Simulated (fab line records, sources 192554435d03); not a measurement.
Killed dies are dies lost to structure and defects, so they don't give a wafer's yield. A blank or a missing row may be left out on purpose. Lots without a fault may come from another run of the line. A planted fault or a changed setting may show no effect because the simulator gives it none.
Chamber matching | flow n5_finfet | N5_BEOL_M2_ETCH_63 on rie_diel-03: 4 sister chambers
The step etches SiARC in CF4, target depth 15.6 nm, time 26 s. 16 wafers are shown with their chamber, then 8 later ones without.

WAFERS WITH THEIR CHAMBER
wafer  | chamber | drypump_motor_current_A (A) | showerhead_plenum_p_Torr (Torr) | throttle_valve_pct (%)
L074.1 | 1       | 6.3                         | 2.17                            | 15.30
L074.2 | 3       | 5.7                         | 2.08                            | 15.34
L074.3 | 2       | 5.6                         | 2.08                            | 15.61
L074.4 | 0       | 5.2                         | 2.25                            | 15.63
L074.5 | 0       | 5.2                         | 2.25                            | 15.62
L074.6 | 3       | 5.7                         | 2.08                            | 15.33
L082.1 | 1       | 6.3                         | 2.17                            | 15.32
L082.3 | 2       | 5.6                         | 2.08                            | 15.64
L082.6 | 2       | 5.6                         | 2.08                            | 15.65
L083.1 | 3       | 5.7                         | 2.07                            | 15.38
L083.2 | 0       | 5.2                         | 2.24                            | 15.67
L083.3 | 2       | 5.6                         | 2.07                            | 15.67
L085.3 | 3       | 5.7                         | 2.07                            | 15.38
L085.5 | 0       | 5.1                         | 2.23                            | 15.69
L085.6 | 3       | 5.7                         | 2.07                            | 15.41
L086.1 | 3       | 5.7                         | 2.07                            | 15.41

SIGNATURES (means of the wafers above)
reading                  | chamber 0 | chamber 1 | chamber 2 | chamber 3 | scatter within a chamber
drypump_motor_current_A  | 5.175     | 6.300     | 5.600     | 5.700     | 0.025
showerhead_plenum_p_Torr | 2.2425    | 2.1700    | 2.0775    | 2.0733    | 0.00635
throttle_valve_pct       | 15.6525   | 15.3100   | 15.6425   | 15.3750   | 0.0304
Rule: a wafer's distance from a chamber is the root of the sum, over the readings, of the square of ((its reading less the chamber's mean) divided by the reading's scatter). The wafer belongs to the nearest chamber; if the next one is less than 2 further off, it can't be placed. The scatter: the root of (the sum of the squares of (reading less its chamber's mean) over the shown wafers, divided by (wafers less chambers)).

WAFERS WITHOUT THEIR CHAMBER
wafer  | drypump_motor_current_A (A) | showerhead_plenum_p_Torr (Torr) | throttle_valve_pct (%)
L086.4 | 6.3                         | 2.16                            | 15.37
L086.5 | 6.2                         | 2.16                            | 15.36
L091.1 | 5.6                         | 2.07                            | 15.69
L091.4 | 5.7                         | 2.06                            | 15.41
L091.6 | 5.7                         | 2.06                            | 15.41
L092.2 | 5.7                         | 2.06                            | 15.42
L092.3 | 5.2                         | 2.23                            | 15.70
L092.6 | 6.3                         | 2.16                            | 15.38

WHICH CHAMBER EACH WENT THROUGH
wafer  | from the rows above | in truth
L086.4 | 1                   | 1
L086.5 | 1                   | 1
L091.1 | 2                   | 2
L091.4 | 3                   | 3
L091.6 | 3                   | 3
L092.2 | 3                   | 3
L092.3 | 0                   | 0
L092.6 | 1                   | 1
Placed correctly: 8 of 8. Can't be placed from these rows: 0. Placed wrongly: 0.
